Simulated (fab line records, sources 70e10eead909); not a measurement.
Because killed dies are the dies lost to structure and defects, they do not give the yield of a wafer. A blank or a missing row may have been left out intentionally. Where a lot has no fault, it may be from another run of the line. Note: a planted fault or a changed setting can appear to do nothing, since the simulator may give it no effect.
fab line records	flow nandHarc
[record] lots = 24	wafers = 72	lastDay = 33
route steps=1302 shown P_STI@87 P_GATE@204 P_CONTACT@236 P_M0@275 P_M1@300 P_BONDPAD@370
lots with no fault: from the same line, run without faults
startH: the number of hours between the record's first day and the start of the first shown wafer of the lot	waitH: hours from the lot's prior step to this one	" as in the row above	L1.1+2: several wafers, shown together as one row	- either no value or no given start	* or withheld: withheld	< > ~ a bound
route shown NAME@n: a module of which the file shows steps, and the number in the route of the first	usual: mean/standard deviation taken from wafers without a fault	same: alike in all rows	chamber/n: place in a boat	sites: readings site by site	_std_site: standard deviation across them	_edge_site: outer sites' mean less inner sites'	radiusMm: for every site, how far away it sits from the centre of the wafer	mask NAME#n: copy n	behind: the last tool/chamber to shape the wafer	hold: what put the lot on hold/how long, in hours/how the hold closed	device: the n, p or np transistor that did not switch	end of line: the tests these same wafers got at the end of their route	a step without rows: its recipe alone	killed: the dies lost at the first sort to structure and to defects; this is not the yield of the wafer	map: a wafer's dies, x killed, . not, _ none there
set.NAME: setting as actually run; set.NAME@STEP: the setting as run at that earlier step	model.NAME: the simulator's own value behind a step, which no gauge read
route steps across a sampled set of lots; one table per step, one row per wafer
services: from which hour (startH, from the record's first day; less than 0 if before it) a tool's chamber was out of use, for how many hours, and why
[[steps]]
[step NHARC_P_STI_DESCUM_14]
[recipe] timeS = 3	o2FlowSccm = 200	arFlowSccm = 0	biasPowerW = 0	chemistry = O2
[usual] drypumpMotorCurrentA = 5.7/0.5	oesProductAu = 1.001/0.0099	rfVppV = 58.0/0.89	showerheadPlenumPTorr = 1.95/0.075	throttleValvePct = 11.311/0.0091
lot.wafer	tool	chamber	startH	waitH	drypumpMotorCurrentA	oesProductAu	rfHoursCounterH	rfVppV	showerheadPlenumPTorr	throttleValvePct
L074.2	rieDiel-06	2	48.05	-	6.6	0.989	5	58.0	1.91	11.313
L074.4	"	1	"	"	5.8	0.997	5	59.2	2.06	11.321
L074.6	"	2	"	"	6.6	0.989	-	57.8	1.91	11.308
L075.4	rieDiel-06	1	58.94	-	5.9	0.998	5	59.0	2.06	11.306
L075.2	"	2	"	"	6.6	0.981	5	59.2	1.91	11.319
L075.6	"	3	"	"	5.8	1.005	-	58.2	1.99	11.316
L076.3	rieDiel-07	0	65.63	-	5.5	1.001	10	58.5	1.95	11.331
L076.2	"	1	"	"	5.3	0.998	11	58.7	1.80	11.309
L076.5	"	2	"	"	4.8	1.018	-	57.6	1.99	11.303
L077.1	rieDiel-06	1	75.25	-	5.9	1.005	7	58.4	2.06	11.305
L077.3	"	1	"	"	5.9	1.010	-	59.2	2.06	11.312
L077.4	"	0	"	"	5.8	1.008	-	59.5	1.87	11.317
L078.1	rieDiel-06	0	85.33	-	5.8	0.994	7	58.3	1.87	11.319
L078.6	"	1	"	"	5.9	0.994	-	59.1	2.06	11.300
L078.5	"	0	"	"	5.8	1.005	-	58.1	1.87	11.314
L079.2	rieDiel-06	2	93.10	-	6.6	0.973	6	58.9	1.91	11.316
L079.6	"	0	"	"	5.8	1.001	-	57.1	1.87	11.316
L079.5	"	1	"	"	5.8	0.988	-	58.5	2.06	11.304
L080.1	rieDiel-07	0	106.28	-	5.5	0.986	14	58.1	1.94	11.306
L080.2	"	1	"	"	5.3	0.995	16	57.6	1.80	11.320
L080.3	"	2	"	"	4.8	1.009	17	56.5	1.99	11.308
L081.3	rieDiel-01	3	112.96	-	6.5	0.992	4	57.5	1.85	11.297
L081.1	"	0	"	"	5.2	1.005	3	57.2	1.91	11.310
L081.6	"	3	"	"	6.5	1.010	-	57.9	1.85	11.304
L082.4	rieDiel-06	1	124.04	-	5.9	1.003	10	58.7	2.06	11.321
L082.2	"	2	"	"	6.6	0.986	8	56.8	1.91	11.317
L082.6	"	0	"	"	5.8	1.011	-	57.2	1.87	11.303
L083.4	rieDiel-07	1	137.42	-	5.3	1.000	1	57.5	1.80	11.312
L083.2	"	2	"	"	4.8	1.006	1	57.5	1.99	11.313
L083.5	"	2	"	"	4.8	1.008	-	59.1	1.99	11.314
L084.1	rieDiel-07	2	147.28	-	4.8	1.014	1	56.4	1.99	11.313
L084.3	"	0	"	"	5.5	0.999	1	58.5	1.94	11.297
L084.6	"	2	"	"	4.8	1.012	-	57.5	1.99	11.313
L085.2	rieDiel-01	3	153.45	-	6.5	1.007	5	56.0	1.85	11.304
L085.1	"	1	"	"	5.2	0.997	6	59.2	2.02	11.309
L085.6	"	3	"	"	6.5	1.015	-	56.6	1.85	11.296
L086.4	rieDiel-06	2	162.45	-	6.6	0.995	2	58.1	1.91	11.308
L086.6	"	0	"	"	5.8	0.993	-	57.1	1.87	11.294
L086.5	"	1	"	"	5.9	0.998	-	58.5	2.06	11.299
L087.3	rieDiel-06	1	174.54	-	5.8	0.998	2	59.7	2.06	11.316
L087.5	"	2	"	"	6.6	1.007	-	57.4	1.91	11.298
L087.6	"	3	"	"	5.8	0.988	-	58.7	1.99	11.292
L088.1	rieDiel-07	3	185.18	-	5.7	0.998	5	58.5	1.98	11.313
L088.3	"	0	"	"	5.5	1.003	5	59.1	1.94	11.291
L088.5	"	1	"	"	5.3	0.991	-	56.7	1.80	11.303
L089.2	rieDiel-01	3	194.44	-	6.5	0.996	7	57.4	1.85	11.312
L089.4	"	1	"	"	5.2	0.979	8	59.5	2.02	11.311
L089.6	"	0	"	"	5.2	1.015	-	58.6	1.91	11.313
L090.1	rieDiel-01	2	203.55	-	5.9	1.010	6	56.4	2.00	11.314
L090.4	"	3	"	"	6.6	1.002	8	58.5	1.85	11.317
L090.6	"	1	"	"	5.2	0.997	-	57.9	2.02	11.297
L091.2	rieDiel-01	2	213.85	-	5.9	0.995	0	59.7	2.00	11.304
L091.6	"	0	"	"	5.2	0.996	-	57.7	1.91	11.308
L091.5	"	1	"	"	5.2	0.974	-	57.6	2.02	11.312
L092.3	rieDiel-06	2	223.92	-	6.6	1.001	5	57.9	1.91	11.321
L092.1	"	0	"	"	5.8	0.996	6	57.9	1.87	11.322
L092.5	"	1	"	"	5.9	0.992	-	58.7	2.06	11.306
L093.3	rieDiel-07	3	236.46	-	5.7	1.010	10	58.0	1.97	11.332
L093.4	"	1	"	"	5.3	1.008	-	59.2	1.80	11.298
L093.5	"	2	"	"	4.8	1.022	-	57.4	1.98	11.323
L094.3	rieDiel-06	0	245.69	-	5.8	0.993	7	56.8	1.87	11.309
L094.6	"	2	"	"	6.6	0.999	-	57.7	1.91	11.325
L094.5	"	3	"	"	5.8	0.994	-	58.7	1.99	11.310
L095.1	rieDiel-01	0	256.70	-	5.2	1.010	1	56.0	1.91	11.310
L095.2	"	1	"	"	5.2	0.997	1	60.1	2.02	11.309
L095.6	"	1	"	"	5.2	1.001	-	57.6	2.02	11.306
L096.2	rieDiel-01	2	265.43	-	5.9	1.020	2	57.8	2.00	11.306
L096.6	"	1	"	"	5.2	0.989	-	57.9	2.02	11.315
L096.5	"	2	"	"	5.9	1.009	-	57.7	2.00	11.317
L097.3	rieDiel-01	0	273.94	-	5.2	1.020	2	56.6	1.91	11.319
L097.4	"	1	"	"	5.2	0.998	2	58.0	2.02	11.307
L097.6	"	3	"	"	6.6	1.004	-	58.3	1.85	11.305
[step NHARC_P_GATE_STRIP_113]
[recipe] powerW = 1500	tempC = 110	timeS = 740	chemistry = N2/H2
[usual] drypumpMotorCurrentA = 5.6/0.44	heaterPowerW = 84/10
lot.wafer	tool	chamber	startH	waitH	drypumpMotorCurrentA	heaterPowerW	rfHoursCounterH
L074.2	plasmaAsher-02	1	117.51	0.3	5.0	92	7
L074.4	"	1	"	"	5.0	95	-
L074.6	"	1	"	"	5.0	93	-
L076.2	plasmaAsher-02	1	129.14	0.2	5.0	93	10
L076.3	"	0	"	"	5.8	93	-
L076.5	"	0	"	"	5.8	89	-
L075.2	plasmaAsher-01	0	129.56	0.2	5.4	75	27
L075.4	"	1	"	"	6.2	74	-
L075.6	"	0	"	"	5.4	74	-
L077.1	plasmaAsher-01	0	143.82	0.3	5.4	76	30
L077.4	"	1	"	"	6.2	72	-
L077.3	"	0	"	"	5.4	77	-
L078.1	plasmaAsher-01	0	157.17	0.2	5.4	75	32
L078.6	"	0	"	"	5.4	78	-
L078.5	"	1	"	"	6.2	72	-
L079.2	plasmaAsher-02	0	162.15	0.2	5.7	89	16
L079.5	"	0	"	"	5.7	91	-
L079.6	"	1	"	"	5.0	95	-
L081.1	plasmaAsher-02	1	178.18	0.2	5.0	93	20
L081.3	"	0	"	"	5.7	90	-
L081.6	"	0	"	"	5.7	91	-
L080.2	plasmaAsher-01	0	178.81	0.3	5.4	75	2
L080.1	"	1	"	"	6.2	71	2
L080.3	"	1	"	"	6.2	71	-
L082.2	plasmaAsher-01	0	200.38	0.3	5.4	79	6
L082.4	"	0	"	"	5.4	80	-
L082.6	"	1	"	"	6.2	71	-
L083.2	plasmaAsher-02	1	201.66	0.2	5.0	93	25
L083.4	"	1	"	"	5.0	91	-
L083.5	"	0	"	"	5.7	92	-
L084.1	plasmaAsher-01	0	216.89	0.2	5.4	79	9
L084.3	"	1	"	"	6.2	70	-
L084.6	"	0	"	"	5.4	79	-
L085.2	plasmaAsher-01	0	221.06	0.2	5.4	79	11
L085.1	"	1	"	"	6.2	70	11
L085.6	"	0	"	"	5.4	77	-
L086.4	plasmaAsher-02	0	232.01	0.5	5.7	92	-
L086.6	"	1	"	"	5.0	93	-
L086.5	"	0	"	"	5.7	90	-
L088.1	plasmaAsher-02	0	261.86	0.2	5.7	96	1
L088.3	"	0	"	"	5.7	97	-
L088.5	"	1	"	"	5.0	95	-
L087.3	plasmaAsher-01	0	263.04	0.5	5.4	78	-
L087.5	"	1	"	"	6.2	71	-
L087.6	"	0	"	"	5.4	79	-
L089.2	plasmaAsher-01	0	271.45	0.2	5.4	78	21
L089.4	"	1	"	"	6.2	71	-
L089.6	"	0	"	"	5.4	76	-
L090.1	plasmaAsher-02	1	276.77	0.2	5.0	95	3
L090.4	"	0	"	"	5.7	95	-
L090.6	"	1	"	"	5.0	96	-
L091.2	plasmaAsher-02	0	289.78	0.3	5.7	96	5
L091.6	"	1	"	"	5.0	94	-
L091.5	"	0	"	"	5.7	98	-
L092.1	plasmaAsher-02	0	294.57	0.3	5.7	99	7
L092.3	"	1	"	"	5.0	92	-
L092.5	"	0	"	"	5.8	94	-
L093.4	plasmaAsher-01	0	304.61	0.3	5.4	78	-
L093.3	"	1	"	"	6.2	71	-
L093.5	"	0	"	"	5.4	78	-
L094.3	plasmaAsher-01	1	316.55	0.5	6.2	72	-
L094.5	"	0	"	"	5.4	78	-
L094.6	"	1	"	"	6.2	70	-
L095.2	plasmaAsher-01	0	326.79	0.2	5.4	78	35
L095.1	"	1	"	"	6.2	72	35
L095.6	"	0	"	"	5.4	80	-
L096.2	plasmaAsher-02	1	335.85	0.2	5.0	94	13
L096.5	"	1	"	"	5.0	96	-
L096.6	"	0	"	"	5.7	96	-
L097.4	plasmaAsher-02	1	342.81	0.5	5.0	96	-
L097.3	"	0	"	"	5.7	96	-
L097.6	"	0	"	"	5.7	97	-
[step NHARC_P_CONTACT_ETCH_35]
[recipe] targetDepthA = 390	overEtchFrac = 0.3	timeS = 65	ionEnergyEv = 80	cf4FlowSccm = 150	arFlowSccm = 0	rfW = 300	biasW = 100	chemistry = CF4
[usual] drypumpMotorCurrentA = 6.1/0.34	oesProductAu = 1.003/0.011	rfVppV = 151.5/1.1	showerheadPlenumPTorr = 1.78/0.069	throttleValvePct = 13.284/0.0095
[same] overEtchFrac = 0.3
lot.wafer	tool	chamber	startH	waitH	drypumpMotorCurrentA	oesProductAu	rfHoursCounterH	rfVppV	showerheadPlenumPTorr	throttleValvePct
L074.4	rieDiel-08	2	121.92	0.1	6.7	1.020	3.8	151.1	1.77	13.281
L074.2	"	0	"	"	5.5	1.012	4.3	150.7	1.74	13.274
L074.6	"	3	"	"	6.0	1.013	-	153.7	1.87	13.277
L076.2	rieDiel-03	3	133.58	0.1	6.3	0.986	0.5	150.1	1.70	13.269
L076.3	"	0	"	"	6.2	0.995	0.5	151.4	1.76	13.284
L076.5	"	3	"	"	6.3	0.993	-	149.6	1.70	13.292
L075.4	rieDiel-08	0	134.05	0.1	5.5	1.013	4.7	150.7	1.74	13.290
L075.2	"	2	"	"	6.7	1.029	4.4	151.8	1.77	13.305
L075.6	"	0	"	"	5.5	1.002	-	151.9	1.74	13.283
L077.1	rieDiel-05	1	147.99	0.1	6.4	1.004	2.6	150.6	1.68	13.288
L077.3	"	3	"	"	6.0	0.986	1.6	152.8	1.90	13.283
L077.4	"	0	"	"	5.8	0.997	1.5	153.7	1.86	13.268
L078.1	rieDiel-03	0	161.66	0.1	6.2	1.011	1.2	150.8	1.76	13.284
L078.5	"	2	"	"	6.3	1.009	-	151.6	1.75	13.283
L078.6	"	3	"	"	6.4	0.995	-	149.4	1.70	13.274
L079.2	rieDiel-08	3	166.82	0.1	6.0	1.004	6.8	151.8	1.87	13.289
L079.5	"	3	"	"	6.0	1.000	-	152.7	1.87	13.286
L079.6	"	0	"	"	5.5	1.008	-	152.1	1.74	13.297
L081.1	rieDiel-05	3	182.80	0.1	5.9	0.995	2.6	153.6	1.90	13.301
L081.3	"	1	"	"	6.3	1.013	3.5	150.5	1.68	13.283
L081.6	"	0	"	"	5.8	1.000	-	152.6	1.86	13.279
L080.3	rieDiel-08	3	183.43	0.1	6.0	1.015	8.3	151.9	1.87	13.280
L080.2	"	0	"	"	5.5	1.016	7.9	151.0	1.73	13.304
L080.1	"	2	"	"	6.7	1.015	8.4	152.1	1.77	13.305
L082.2	rieDiel-05	2	204.70	0.1	6.6	1.008	4.3	153.6	1.83	13.283
L082.4	"	3	"	"	6.0	0.987	3.3	152.9	1.90	13.273
L082.6	"	0	"	"	5.8	0.989	-	151.6	1.86	13.295
L083.2	rieDiel-08	0	206.11	0.1	5.5	1.015	0.2	150.9	1.73	13.288
L083.4	"	3	"	"	6.0	1.001	0.2	152.3	1.87	13.276
L083.5	"	0	"	"	5.6	1.016	-	151.2	1.73	13.293
L084.3	rieDiel-05	3	221.46	0.1	6.0	0.996	3.9	152.2	1.90	13.288
L084.1	"	0	"	"	5.8	1.002	3.9	151.6	1.86	13.292
L084.6	"	1	"	"	6.3	1.000	-	149.9	1.68	13.281
L085.2	rieDiel-03	1	225.48	0.1	5.8	0.999	2.7	152.3	1.85	13.269
L085.1	"	2	"	"	6.3	1.007	2.5	150.4	1.75	13.284
L085.6	"	0	"	"	6.2	1.003	-	150.8	1.75	13.273
L086.4	rieDiel-08	1	235.96	0.1	6.0	0.989	3.1	150.3	1.79	13.264
L086.5	"	1	"	"	5.9	0.999	-	151.9	1.79	13.287
L086.6	"	2	"	"	6.6	1.019	-	150.5	1.77	13.287
L088.1	rieDiel-05	1	266.64	0.1	6.4	0.998	0.4	150.7	1.68	13.283
L088.3	"	2	"	"	6.6	0.999	0.3	152.5	1.83	13.292
L088.5	"	0	"	"	5.8	0.996	-	152.6	1.86	13.284
L087.3	rieDiel-03	2	267.12	0.1	6.3	1.004	3.2	150.7	1.74	13.288
L087.6	"	0	"	"	6.2	1.001	-	150.8	1.75	13.292
L087.5	"	2	"	"	6.3	0.995	-	150.8	1.74	13.291
L089.2	rieDiel-05	3	275.90	0.1	5.9	0.992	0.7	153.0	1.90	13.301
L089.6	"	1	"	"	6.4	0.990	-	150.4	1.68	13.294
L089.4	"	3	"	"	6.0	0.995	-	152.7	1.90	13.292
L090.1	rieDiel-05	3	281.24	0.1	6.0	1.002	1.3	152.5	1.90	13.286
L090.6	"	3	"	"	6.0	1.002	-	151.1	1.90	13.262
L090.4	"	1	"	"	6.4	0.995	-	151.2	1.67	13.286
L091.2	rieDiel-08	3	293.97	0.1	6.0	1.002	5.2	151.1	1.87	13.297
L091.6	"	0	"	"	5.5	1.020	-	151.3	1.73	13.292
L091.5	"	1	"	"	6.0	0.999	-	151.4	1.79	13.295
L092.1	rieDiel-03	0	298.85	0.1	6.2	0.992	0.4	150.8	1.75	13.280
L092.3	"	3	"	"	6.3	0.997	0.5	149.8	1.70	13.288
L092.5	"	0	"	"	6.2	0.997	-	151.3	1.75	13.286
L093.3	rieDiel-03	3	308.66	0.1	6.4	0.990	0.8	150.7	1.70	13.278
L093.4	"	1	"	"	5.9	1.004	0.7	151.9	1.85	13.276
L093.5	"	3	"	"	6.4	0.987	-	150.1	1.70	13.285
L094.3	rieDiel-08	3	320.99	0.1	6.0	1.003	6.0	152.8	1.87	13.276
L094.5	"	0	"	"	5.5	1.017	-	150.8	1.73	13.272
L094.6	"	1	"	"	6.0	1.005	-	152.6	1.79	13.297
L095.2	rieDiel-03	1	331.24	0.1	5.8	1.016	1.5	153.1	1.85	13.289
L095.1	"	2	"	"	6.3	1.014	1.6	151.4	1.74	13.306
L095.6	"	0	"	"	6.2	1.001	-	151.1	1.75	13.285
L096.2	rieDiel-08	0	340.42	0.1	5.5	1.020	8.3	150.6	1.73	13.283
L096.5	"	0	"	"	5.5	1.034	-	151.5	1.73	13.274
L096.6	"	1	"	"	6.0	1.000	-	150.8	1.79	13.287
L097.3	rieDiel-03	2	347.01	0.1	6.3	1.008	2.0	151.4	1.74	13.293
L097.4	"	0	"	"	6.2	0.984	1.9	151.5	1.75	13.283
L097.6	"	2	"	"	6.3	1.004	-	152.3	1.74	13.272
[step NHARC_P_M0_PVD_21]
[recipe] targetThkA = 300	chamberPressurePa = 5	powerW = 5000	substrateTempC = 30	timeS = 20.49	material = Cu
[usual] throttleValvePct = 29.7/1.2
lot.wafer	tool	chamber	startH	waitH	throttleValvePct
L074.4	pvdSputter-02	-	-	-	30.1
L074.2	"	-	"	"	31.2
L074.6	"	-	"	"	29.9
L076.2	pvdSputter-03	-	-	-	30.3
L076.3	"	-	"	"	31.4
L076.5	"	-	"	"	30.1
L075.4	pvdSputter-01	-	-	-	27.4
L075.2	"	-	"	"	28.9
L075.6	"	-	"	"	30.7
L077.1	pvdSputter-02	-	-	-	31.1
L077.3	"	-	"	"	28.3
L077.4	"	-	"	"	30.0
L078.1	pvdSputter-03	-	-	-	31.7
L078.5	"	-	"	"	30.3
L078.6	"	-	"	"	31.9
L079.2	pvdSputter-02	-	-	-	28.4
L079.5	"	-	"	"	31.4
L079.6	"	-	"	"	28.4
L081.3	pvdSputter-01	-	-	-	28.9
L081.1	"	-	"	"	27.1
L081.6	"	-	"	"	30.6
L080.3	pvdSputter-01	-	-	-	29.0
L080.2	"	-	"	"	27.3
L080.1	"	-	"	"	28.7
L082.2	pvdSputter-03	-	-	-	28.7
L082.4	"	-	"	"	30.3
L082.6	"	-	"	"	31.6
L083.2	pvdSputter-01	-	-	-	27.4
L083.4	"	-	"	"	29.0
L083.5	"	-	"	"	27.4
L084.3	pvdSputter-03	-	-	-	30.7
L084.1	"	-	"	"	30.5
L084.6	"	-	"	"	30.4
L085.2	pvdSputter-03	-	-	-	30.5
L085.1	"	-	"	"	31.6
L085.6	"	-	"	"	30.6
L086.4	pvdSputter-03	-	-	-	28.4
L086.5	"	-	"	"	28.3
L086.6	"	-	"	"	30.4
L088.3	pvdSputter-02	-	-	-	31.4
L088.1	"	-	"	"	30.2
L088.5	"	-	"	"	31.2
L087.3	pvdSputter-03	-	-	-	31.5
L087.6	"	-	"	"	30.3
L087.5	"	-	"	"	30.3
L089.2	pvdSputter-01	-	-	-	28.6
L089.4	"	-	"	"	31.0
L089.6	"	-	"	"	28.4
L090.1	pvdSputter-01	-	-	-	31.0
L090.4	"	-	"	"	27.9
L090.6	"	-	"	"	28.5
L091.2	pvdSputter-01	-	-	-	29.0
L091.5	"	-	"	"	28.9
L091.6	"	-	"	"	31.1
L092.1	pvdSputter-03	-	-	-	30.1
L092.3	"	-	"	"	30.2
L092.5	"	-	"	"	31.6
L093.3	pvdSputter-02	-	-	-	29.1
L093.4	"	-	"	"	29.9
L093.5	"	-	"	"	30.1
L094.3	pvdSputter-02	-	-	-	29.9
L094.6	"	-	"	"	30.0
L094.5	"	-	"	"	30.4
L095.2	pvdSputter-01	-	-	-	27.7
L095.1	"	-	"	"	28.3
L095.6	"	-	"	"	28.0
L096.2	pvdSputter-03	-	-	-	31.7
L096.5	"	-	"	"	30.4
L096.6	"	-	"	"	30.5
L097.4	pvdSputter-02	-	-	-	30.4
L097.3	"	-	"	"	28.1
L097.6	"	-	"	"	29.9
[step NHARC_P_M1_ETCH_15]
[recipe] targetDepthA = 1825	timeS = 91.2	c4f8FlowSccm = withheld	arFlowSccm = 400	rfW = 600	biasW = 300	chemistry = C4F8/Ar
[usual] oesProductAu = 0.960/0.02	rfVppV = 441.4/2.5
lot.wafer	tool	chamber	startH	waitH	oesProductAu	rfHoursCounterH	rfVppV
L074.2	rieDiel-07	2	-	-	0.986	0	441.8
L074.4	"	3	"	"	0.953	0	442.3
L074.6	"	2	"	"	0.992	-	442.4
L076.2	rieDiel-07	0	-	-	0.972	1	441.0
L076.3	"	2	"	"	0.979	1	442.2
L076.5	"	0	"	"	0.961	-	442.3
L075.4	rieDiel-07	2	-	-	0.975	1	443.0
L075.2	"	3	"	"	0.974	1	442.5
L075.6	"	2	"	"	0.973	-	442.7
L077.4	rieDiel-07	3	-	-	0.959	2	443.4
L077.3	"	0	"	"	0.966	2	441.4
L077.1	"	2	"	"	0.986	2	442.6
L078.1	rieDiel-06	3	-	-	0.962	2	444.2
L078.5	"	1	"	"	0.962	-	445.5
L078.6	"	2	"	"	0.939	-	440.6
L079.2	rieDiel-06	1	-	-	0.975	2	444.8
L079.6	"	3	"	"	0.950	-	445.8
L079.5	"	0	"	"	0.962	-	439.1
L081.1	rieDiel-06	1	-	-	0.940	3	445.3
L081.3	"	2	"	"	0.930	3	440.0
L081.6	"	3	"	"	0.928	-	442.8
L080.2	rieDiel-06	2	-	-	0.950	3	440.8
L080.3	"	3	"	"	0.964	4	442.4
L080.1	"	0	"	"	0.965	3	439.4
L082.2	rieDiel-07	0	-	-	0.984	7	442.6
L082.4	"	1	"	"	0.963	7	437.2
L082.6	"	2	"	"	0.967	-	442.5
L083.4	rieDiel-07	1	-	-	0.915	7	437.2
L083.2	"	2	"	"	0.930	6	442.9
L083.5	"	1	"	"	0.928	-	436.7
L084.1	rieDiel-06	3	-	-	0.968	5	444.1
L084.3	"	0	"	"	0.972	6	439.9
L084.6	"	1	"	"	0.968	-	444.9
L085.1	rieDiel-11	0	-	-	0.936	38	443.5
L085.2	"	3	"	"	0.932	38	439.1
L085.6	"	1	"	"	0.953	-	442.2
L086.6	rieDiel-07	1	-	-	0.960	-	438.4
L086.4	"	2	"	"	0.968	-	443.1
L086.5	"	3	"	"	0.965	-	442.9
L088.3	rieDiel-07	0	-	-	0.923	12	440.6
L088.1	"	2	"	"	0.932	11	441.6
L088.5	"	2	"	"	0.922	-	441.7
L087.3	rieDiel-07	3	-	-	0.958	12	441.6
L087.5	"	0	"	"	0.945	-	442.0
L087.6	"	3	"	"	0.952	-	443.4
L089.2	rieDiel-07	2	-	-	0.969	12	441.1
L089.4	"	1	"	"	0.953	-	437.6
L089.6	"	2	"	"	0.957	-	443.3
L090.4	rieDiel-06	0	-	-	0.964	10	440.3
L090.1	"	2	"	"	0.966	9	441.0
L090.6	"	3	"	"	0.963	-	443.5
L091.2	rieDiel-06	1	-	-	0.983	10	445.1
L091.6	"	3	"	"	0.951	-	442.8
L091.5	"	0	"	"	0.969	-	439.5
L092.1	rieDiel-07	0	307.24	-	0.986	0	441.5
L092.3	"	1	"	"	1.002	0	437.7
L092.5	"	0	"	"	0.988	-	442.5
L093.3	rieDiel-11	0	-	-	0.926	12	443.7
L093.4	"	1	"	"	0.928	12	442.0
L093.5	"	2	"	"	0.934	-	436.4
L094.3	rieDiel-06	0	-	-	0.961	0	438.3
L094.5	"	1	"	"	0.978	-	445.3
L094.6	"	2	"	"	0.987	-	441.1
L095.2	rieDiel-07	2	-	-	0.985	2	441.8
L095.1	"	3	"	"	0.991	3	441.9
L095.6	"	0	"	"	0.961	-	441.6
L096.2	rieDiel-06	3	-	-	0.981	2	443.8
L096.6	"	1	"	"	0.973	-	445.0
L096.5	"	2	"	"	0.980	-	440.3
L097.3	rieDiel-07	1	-	-	0.984	4	438.7
L097.4	"	0	"	"	0.949	5	439.9
L097.6	"	2	"	"	0.982	-	444.4
[step NHARC_P_BONDPAD_CD_MEAS_13]
[usual] cdNm = 499.8/2.1
lot.wafer	tool	chamber	startH	waitH	cdNm
L074.2	cdSem-03	-	138.70	-	497.7
L074.4	"	-	"	"	496.6
L074.6	"	-	"	"	502.0
L076.2	cdSem-03	-	150.57	-	501.9
L076.3	"	-	"	"	501.8
L076.5	"	-	"	"	498.9
L075.2	cdSem-02	-	151.21	-	501.0
L075.4	"	-	"	"	497.7
L075.6	"	-	"	"	496.7
L077.1	cdSem-03	-	165.08	-	499.5
L077.3	"	-	"	"	501.9
L077.4	"	-	"	"	498.7
L078.1	cdSem-02	-	179.06	-	496.8
L078.5	"	-	"	"	498.5
L078.6	"	-	"	"	501.1
L079.2	cdSem-01	-	184.14	-	500.4
L079.5	"	-	"	"	497.4
L079.6	"	-	"	"	499.4
L081.1	cdSem-02	-	200.01	-	501.8
L081.3	"	-	"	"	500.0
L081.6	"	-	"	"	500.5
L080.1	cdSem-01	-	201.03	-	499.5
L080.2	"	-	"	"	498.4
L080.3	"	-	"	"	499.1
L082.2	cdSem-03	-	221.40	-	500.2
L082.4	"	-	"	"	497.9
L082.6	"	-	"	"	502.2
L083.2	cdSem-02	-	223.21	-	502.0
L083.4	"	-	"	"	497.8
L083.5	"	-	"	"	497.5
L084.1	cdSem-02	-	238.50	-	497.2
L084.3	"	-	"	"	498.5
L084.6	"	-	"	"	496.6
L085.1	cdSem-02	-	242.28	-	502.5
L085.2	"	-	"	"	502.5
L085.6	"	-	"	"	500.8
L086.4	cdSem-01	-	253.73	-	501.2
L086.5	"	-	"	"	506.6
L086.6	"	-	"	"	505.7
L088.1	cdSem-03	-	284.40	-	501.2
L088.3	"	-	"	"	501.6
L088.5	"	-	"	"	498.2
L087.3	cdSem-02	-	284.98	-	502.1
L087.5	"	-	"	"	498.8
L087.6	"	-	"	"	499.9
L089.2	cdSem-01	-	293.22	-	502.2
L089.4	"	-	"	"	503.0
L089.6	"	-	"	"	499.7
L090.1	cdSem-03	-	298.41	-	501.7
L090.4	"	-	"	"	497.8
L090.6	"	-	"	"	496.9
L091.2	cdSem-01	-	311.03	-	498.4
L091.5	"	-	"	"	498.6
L091.6	"	-	"	"	498.1
L092.1	cdSem-02	-	315.87	-	496.2
L092.3	"	-	"	"	497.4
L092.5	"	-	"	"	497.7
L093.3	cdSem-03	-	325.91	-	502.4
L093.4	"	-	"	"	501.1
L093.5	"	-	"	"	501.7
L094.3	cdSem-01	-	338.44	-	501.4
L094.5	"	-	"	"	500.6
L094.6	"	-	"	"	500.1
L095.1	cdSem-03	-	348.75	-	496.6
L095.2	"	-	"	"	500.6
L095.6	"	-	"	"	500.1
L096.2	cdSem-01	-	357.70	-	500.8
L096.5	"	-	"	"	498.9
L096.6	"	-	"	"	502.6
L097.3	cdSem-03	-	364.46	-	497.8
L097.4	"	-	"	"	499.6
L097.6	"	-	"	"	500.2
[[services]]
tool	chamber	startH	hours	kind
plasmaAsher-02	-	27.17	1.0	repair
rieDiel-07	0	45.09	3.0	repair
rieDiel-06	2	52.93	2.4	repair
plasmaAsher-02	-	72.00	9.0	pm
rieDiel-06	2	73.77	17.6	repair
rieDiel-06	3	74.69	4.3	repair
rieDiel-08	2	80.79	6.9	repair
plasmaAsher-02	-	81.07	1.1	repair
rieDiel-06	-	82.04	0.6	repair
pvdSputter-03	-	113.37	1.7	repair
rieDiel-07	-	117.20	9.0	pm
rieDiel-06	-	130.20	9.0	pm
pvdSputter-03	-	159.58	1.4	repair
rieDiel-07	2	162.96	19.0	repair
plasmaAsher-01	-	165.00	9.0	pm
plasmaAsher-02	-	249.23	9.0	pm
rieDiel-07	3	264.80	9.4	repair
plasmaAsher-02	-	267.15	9.2	repair
rieDiel-07	3	276.96	22.8	repair
rieDiel-07	-	294.20	9.0	pm
rieDiel-06	-	307.20	9.0	pm
plasmaAsher-02	-	311.32	9.8	repair
rieDiel-07	-	338.27	0.5	repair
plasmaAsher-01	-	342.00	9.0	pm
[[key]]
fault none
